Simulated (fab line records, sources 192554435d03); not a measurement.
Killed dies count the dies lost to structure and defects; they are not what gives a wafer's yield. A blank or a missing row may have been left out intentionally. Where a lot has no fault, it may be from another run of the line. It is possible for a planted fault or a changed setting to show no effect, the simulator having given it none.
Which tool is to blame?	flow n5-finfet	72 wafers from 24 lots sampled at 6 of the route's 1938 steps

WHAT EACH GAUGE READ, for each wafer
N5_BEOL_M7_CD_MEAS_35 targets a cd of 40 nm. Usual: cd-nm 39.8 nm, standard deviation 0.67.
lot	measured	on	cd-nm (nm)	flag
L074	day 8 23:30	cd-sem-02	39.8 39.7 40.1	
L075	day 9 17:23	cd-sem-03	39.5 40.3 39.7	
L077	day 9 21:04	cd-sem-03	40.1 39.5 40.7	
L076	day 9 23:13	cd-sem-03	40.3 39.5 40.2	
L078	day 10 00:34	cd-sem-01	39.2 39.6 39.9	
L081	day 10 09:16	cd-sem-03	38.7 40.0 40.0	
L079	day 10 10:03	cd-sem-01	39.7 38.9 39.7	
L080	day 10 21:04	cd-sem-02	39.7 40.1 39.6	
L082	day 10 21:38	cd-sem-03	40.7 39.8 39.6	
L083	day 11 05:40	cd-sem-03	39.1 38.7 39.5	
L085	day 12 02:38	cd-sem-02	40.4 39.3 39.4	
L084	day 12 02:46	cd-sem-03	39.0 37.8 38.9	
L088	day 12 02:56	cd-sem-02	39.0 38.8 40.1	
L086	day 12 05:46	cd-sem-03	40.4 39.5 40.6	
L087	day 13 01:40	cd-sem-01	39.0 38.7 39.4	
L089	day 13 05:34	cd-sem-03	39.2 38.9 38.3	
L090	day 13 09:24	cd-sem-01	39.6 38.9 40.1	
L092	day 13 12:27	cd-sem-03	40.6 41.0 40.8	
L091	day 13 12:30	cd-sem-02	40.4 40.2 40.7	
L093	day 13 12:51	cd-sem-03	40.1 40.2 39.9	
L094	day 14 12:02	cd-sem-02	39.4 39.6 39.5	
L097	day 14 15:32	cd-sem-03	39.6 40.2 40.2	
L096	day 14 15:36	cd-sem-02	39.6 39.2 39.1	
L095	day 14 15:56	cd-sem-01	38.9 39.5 40.5	

N5_BEOL_M8_OVL_MEAS_12. Usual: M8_OVL gives 0.1 nm (standard deviation 0.81).
lot	measured	on	M8_OVL (nm)	flag
L074	day 9 09:10	overlay-01	-0.8 -1.2 -1.2	
L075	day 9 22:11	overlay-02	0.9 -0.6 0.1	
L077	day 10 01:30	overlay-02	0.0 -0.5 -0.6	
L076	day 10 04:25	overlay-02	0.2 0.7 0.6	
L078	day 10 04:56	overlay-02	-0.4 -0.4 -0.2	
L081	day 10 13:26	overlay-01	-0.2 0.3 -0.9	
L079	day 10 14:20	overlay-02	1.3 1.6 0.0	
L080	day 11 01:47	overlay-02	-1.0 -0.8 -0.9	
L082	day 11 02:13	overlay-02	-0.8 -0.4 0.6	
L083	day 11 13:21	overlay-02	0.1 1.1 0.4	
L085	day 12 11:56	overlay-02	-0.5 1.0 0.5	
L084	day 12 11:46	overlay-02	0.0 0.0 0.4	
L088	day 12 11:44	overlay-01	-0.6 0.3 0.0	
L086	day 12 12:12	overlay-01	-0.7 0.0 -0.7	
L087	day 13 06:16	overlay-02	-0.2 -0.7 -0.3	
L089	day 13 10:02	overlay-02	0.6 0.1 1.1	
L090	day 13 14:22	overlay-01	0.7 0.5 0.0	
L092	day 13 16:58	overlay-02	-1.1 -1.1 -0.5	
L091	day 13 17:08	overlay-02	0.4 0.3 0.9	
L093	day 13 19:56	overlay-01	0.5 1.0 1.8	
L094	day 14 17:10	overlay-01	1.0 0.2 0.4	
L097	day 14 21:22	overlay-01	0.0 0.9 -0.9	
L096	day 14 22:41	overlay-01	0.9 1.4 -0.2	
L095	day 14 23:31	overlay-01	1.5 0.2 1.2	

N5_BEOL_M8_INSPECT_30: inspects for defects (brightfield). Usual: raw-defect-count 422, standard deviation 100.
lot	measured	on	raw-defect-count	flag
L074	day 9 10:12	defect-inspect-02	381 411 389	
L075	day 10 00:03	defect-inspect-02	372 421 348	
L077	day 10 02:57	defect-inspect-01	440 384 442	
L076	day 10 08:31	defect-inspect-02	381 350 330	
L078	day 10 08:41	defect-inspect-02	439 542 636	
L081	day 10 14:41	defect-inspect-02	349 362 347	
L079	day 10 15:34	defect-inspect-01	374 419 354	
L080	day 11 04:35	defect-inspect-01	428 362 356	
L082	day 11 05:08	defect-inspect-01	345 228 278	
L083	day 11 16:16	defect-inspect-02	463 290 400	
L085	day 12 16:26	defect-inspect-01	542 387 534	
L084	day 12 15:58	defect-inspect-01	433 415 405	
L088	day 12 16:00	defect-inspect-02	431 272 393	
L086	day 12 21:40	defect-inspect-01	563 389 466	
L087	day 13 07:28	defect-inspect-01	405 398 348	
L089	day 13 11:55	defect-inspect-02	417 357 424	
L090	day 13 15:29	defect-inspect-01	382 598 804	
L092	day 13 18:30	defect-inspect-02	319 251 382	
L091	day 13 18:33	defect-inspect-01	454 485 366	
L093	day 14 01:16	defect-inspect-01	407 429 363	
L094	day 14 18:25	defect-inspect-01	616 522 720	
L097	day 14 22:24	defect-inspect-01	389 329 354	
L096	day 15 01:06	defect-inspect-01	472 377 420	
L095	day 15 01:16	defect-inspect-02	402 422 380	

N5_BEOL_M8_CD_MEAS_35 targets a cd of 40 nm. Usual: cd-nm 39.8 nm, standard deviation 0.98.
lot	measured	on	cd-nm (nm)	flag
L074	day 9 10:49	cd-sem-01	39.9 40.4 39.5	
L075	day 10 00:53	cd-sem-03	40.6 40.1 40.6	
L077	day 10 03:40	cd-sem-01	42.1 40.5 39.9	
L076	day 10 09:08	cd-sem-03	41.3 40.2 40.0	
L078	day 10 09:18	cd-sem-03	39.0 39.4 38.9	
L081	day 10 15:40	cd-sem-03	39.0 39.5 39.6	
L079	day 10 16:11	cd-sem-03	38.5 39.3 38.5	
L080	day 11 05:21	cd-sem-02	39.2 40.8 39.9	
L082	day 11 05:46	cd-sem-03	40.3 41.2 39.4	
L083	day 11 17:00	cd-sem-03	38.5 39.6 38.8	
L085	day 12 17:07	cd-sem-01	39.3 39.7 39.4	
L084	day 12 16:34	cd-sem-03	40.3 39.9 41.0	
L088	day 12 16:38	cd-sem-01	38.6 39.3 39.7	
L086	day 12 22:17	cd-sem-02	38.5 38.9 37.7	
L087	day 13 08:04	cd-sem-02	39.1 39.5 39.0	
L089	day 13 12:43	cd-sem-03	39.3 40.2 40.4	
L090	day 13 16:07	cd-sem-01	38.6 39.5 39.5	
L092	day 13 19:08	cd-sem-02	41.0 40.3 40.7	
L091	day 13 19:10	cd-sem-01	41.9 41.3 41.3	
L093	day 14 01:53	cd-sem-03	41.8 40.6 41.4	
L094	day 14 19:29	cd-sem-01	40.8 41.0 41.2	
L097	day 14 23:01	cd-sem-01	39.2 40.6 39.6	
L096	day 15 01:44	cd-sem-01	39.7 38.6 38.9	
L095	day 15 01:53	cd-sem-02	41.0 40.9 40.8	

EACH LOT AND THE TOOL THAT RAN IT (in order: tool; ch and the chambers of the sampled wafers; start)
lot	N5_BEOL_M7_STRIP_36	N5_BEOL_M7_STRIP_80
L074	rie-diel-05 ch 0,2, day 8 23:09	rie-diel-05 ch 0,2, day 8 23:30 or earlier
L075	rie-diel-05 ch 2,3, day 9 17:02	rie-diel-05 ch 2,3, day 9 17:23 or earlier
L077	rie-diel-05 ch 0,1, day 9 20:43	rie-diel-05 ch 0,1, day 9 21:04 or earlier
L076	rie-diel-03 ch 0,1,2, day 9 22:45	rie-diel-03 ch 0,1,2, day 9 23:13 or earlier
L078	rie-diel-01 ch 1,2,3, day 10 00:13	rie-diel-01 ch 1,2,3, day 10 00:34 or earlier
L081	rie-diel-03 ch 1,3, day 10 08:55	rie-diel-03 ch 1,3, day 10 09:16 or earlier
L079	rie-diel-05 ch 0,2, day 10 09:42	rie-diel-05 ch 0,2, day 10 10:03 or earlier
L080	rie-diel-01 ch 0,2,3, day 10 20:43	rie-diel-01 ch 0,2,3, day 10 21:04 or earlier
L082	rie-diel-01 ch 0,2, day 10 21:16	rie-diel-01 ch 0,2, day 10 21:38 or earlier
L083	rie-diel-03 ch 1,2,3, day 11 05:18	rie-diel-03 ch 1,2,3, day 11 05:40 or earlier
L085	rie-diel-05 ch 2,3, day 12 02:17	rie-diel-05 ch 2,3, day 12 02:38 or earlier
L084	rie-diel-01 ch 0,2, day 12 02:24	rie-diel-01 ch 0,2, day 12 02:46 or earlier
L088	rie-diel-03 ch 1,2,3, day 12 02:34	rie-diel-03 ch 1,2,3, day 12 02:56 or earlier
L086	rie-diel-03 ch 0,2,3, day 12 05:25	rie-diel-03 ch 0,2,3, day 12 05:46 or earlier
L087	rie-diel-05 ch 2,3, day 13 01:19	rie-diel-05 ch 2,3, day 13 01:40 or earlier
L089	rie-diel-01 ch 0,1, day 13 05:13	rie-diel-01 ch 0,1, day 13 05:34 or earlier
L090	rie-diel-01 ch 1,2,3, day 13 09:03	rie-diel-01 ch 1,2,3, day 13 09:24 or earlier
L092	rie-diel-01 ch 1,2,3, day 13 12:06	rie-diel-01 ch 1,2,3, day 13 12:27 or earlier
L091	rie-diel-05 ch 0,2, day 13 12:08	rie-diel-05 ch 0,2, day 13 12:30 or earlier
L093	rie-diel-01 ch 0,2, day 13 12:30	rie-diel-01 ch 0,2, day 13 12:51 or earlier
L094	rie-diel-01 ch 1,3, day 14 11:41	rie-diel-01 ch 1,3, day 14 12:02 or earlier
L097	rie-diel-01 ch 1,2,3, day 14 15:11	rie-diel-01 ch 1,2,3, day 14 15:32 or earlier
L096	rie-diel-05 ch 1,2, day 14 15:15	rie-diel-05 ch 1,2, day 14 15:36 or earlier
L095	rie-diel-01 ch 1,2,3, day 14 15:35	rie-diel-01 ch 1,2,3, day 14 15:56 or earlier
- N5_BEOL_M7_STRIP_36: strips in N2/H2.
- N5_BEOL_M7_STRIP_80: strips in N2/H2, time 10 s.

AS READ BY THE TOOLS THEMSELVES (means over the sampled wafers that have a number; for cases with no such wafer, the mark the record gives instead)
N5_BEOL_M7_STRIP_36. Usual: drypump-motor-current-A 5.8 A, standard deviation 0.46; n2-flow-sccm 200.1 sccm, standard deviation 0.56; oes-product-au 0.81 a.u., standard deviation 0.081; rf-vpp-V 59.1 V, standard deviation 1.6; showerhead-plenum-p-Torr 2.52 Torr, standard deviation 0.076; throttle-valve-pct 23.60 %, standard deviation 0.29.
lot	tool	drypump-motor-current-A (A)	n2-flow-sccm (sccm)	oes-product-au (a.u.)	rf-vpp-V (V)	showerhead-plenum-p-Torr (Torr)	throttle-valve-pct (%)	flag
L074	rie-diel-05	6.0	200.5	0.83	59.1	2.54	23.61	
L075	rie-diel-05	5.6	199.7	0.89	59.0	2.59	23.62	
L077	rie-diel-05	5.8	199.5	0.80	58.8	2.53	23.46	
L076	rie-diel-03	5.5	200.2	0.77	59.2	2.49	23.83	
L078	rie-diel-01	5.9	200.7	0.75	57.3	2.43	23.52	
L081	rie-diel-03	5.3	200.1	0.89	59.3	2.49	23.83	
L079	rie-diel-05	5.9	200.0	0.82	59.0	2.53	23.64	
L080	rie-diel-01	6.0	199.6	0.78	58.8	2.47	23.52	
L082	rie-diel-01	5.9	200.0	0.77	58.6	2.50	23.54	
L083	rie-diel-03	5.4	200.6	0.82	60.6	2.50	23.88	
L085	rie-diel-05	5.6	199.4	0.86	59.5	2.59	23.64	
L084	rie-diel-01	5.9	199.7	0.75	58.0	2.49	23.56	
L088	rie-diel-03	5.4	200.5	0.81	58.9	2.49	23.90	
L086	rie-diel-03	6.1	200.0	0.84	58.7	2.49	23.65	
L087	rie-diel-05	5.6	199.8	0.87	58.3	2.60	23.87	
L089	rie-diel-01	5.9	199.8	0.78	59.3	2.57	23.54	
L090	rie-diel-01	5.9	200.3	0.82	59.6	2.53	23.40	
L092	rie-diel-01	5.9	200.8	0.83	59.0	2.53	23.42	
L091	rie-diel-05	5.9	199.9	0.80	59.3	2.52	23.65	
L093	rie-diel-01	5.8	200.1	0.78	58.9	2.47	23.47	
L094	rie-diel-01	6.1	199.9	0.79	60.6	2.52	23.52	
L097	rie-diel-01	5.9	200.3	0.82	59.7	2.52	23.41	
L096	rie-diel-05	5.7	200.5	0.80	59.4	2.55	23.39	
L095	rie-diel-01	5.9	200.3	0.82	59.6	2.52	23.42	

N5_BEOL_M7_STRIP_80. Usual: drypump-motor-current-A 5.8 A, standard deviation 0.46; n2-flow-sccm 199.9 sccm, standard deviation 0.59; oes-product-au 0.81 a.u., standard deviation 0.081; rf-vpp-V 59.2 V, standard deviation 0.82; showerhead-plenum-p-Torr 2.52 Torr, standard deviation 0.076; throttle-valve-pct 23.60 %, standard deviation 0.29.
lot	tool	drypump-motor-current-A (A)	n2-flow-sccm (sccm)	oes-product-au (a.u.)	rf-vpp-V (V)	showerhead-plenum-p-Torr (Torr)	throttle-valve-pct (%)	flag
L074	rie-diel-05	5.9	200.0	0.83	59.6	2.54	23.63	
L075	rie-diel-05	5.7	199.8	0.88	59.4	2.60	23.61	
L077	rie-diel-05	5.7	200.4	0.80	59.5	2.53	23.48	
L076	rie-diel-03	5.5	200.5	0.76	58.6	2.49	23.83	
L078	rie-diel-01	5.9	200.1	0.75	58.7	2.43	23.51	
L081	rie-diel-03	5.3	200.1	0.88	58.6	2.49	23.82	
L079	rie-diel-05	6.0	199.7	0.82	59.4	2.53	23.64	
L080	rie-diel-01	6.0	200.3	0.78	59.3	2.47	23.52	
L082	rie-diel-01	5.9	199.9	0.77	59.0	2.49	23.55	
L083	rie-diel-03	5.4	199.9	0.82	59.3	2.50	23.89	
L085	rie-diel-05	5.6	199.6	0.87	58.9	2.59	23.63	
L084	rie-diel-01	5.9	199.9	0.75	59.3	2.49	23.57	
L088	rie-diel-03	5.4	200.6	0.81	59.7	2.49	23.90	
L086	rie-diel-03	6.1	200.0	0.84	59.0	2.49	23.66	
L087	rie-diel-05	5.6	199.9	0.88	60.2	2.59	23.84	
L089	rie-diel-01	5.9	199.5	0.78	60.0	2.57	23.55	
L090	rie-diel-01	5.9	200.1	0.83	59.6	2.52	23.41	
L092	rie-diel-01	5.9	199.7	0.83	59.0	2.52	23.42	
L091	rie-diel-05	5.9	199.3	0.80	58.9	2.52	23.66	
L093	rie-diel-01	5.7	200.0	0.79	58.7	2.47	23.47	
L094	rie-diel-01	6.1	200.0	0.79	58.6	2.52	23.49	
L097	rie-diel-01	5.9	200.0	0.82	59.2	2.52	23.42	
L096	rie-diel-05	5.6	200.2	0.80	59.1	2.55	23.39	
L095	rie-diel-01	5.9	200.1	0.81	59.8	2.52	23.42	

THE ANSWER, worked out from the rows above alone
Rule: a lot counts as off when the mean over its wafers that have a number is more than 3 standard deviations away from the usual mean. A lot without any number at a reading at which 4 lots or more have one is off too. All remaining lots with rows at the step are treated as sound. The gauges are gone through in route order, then the tools' own readings, and for those a lot's mean is taken as printed above. At the first step where some lot is off, the reading lying furthest off is the one used; lots without a number count as furthest.
No lot is off at any reading shown: from this, nothing can be told.

WHAT WAS PUT IN BY THE SIMULATOR
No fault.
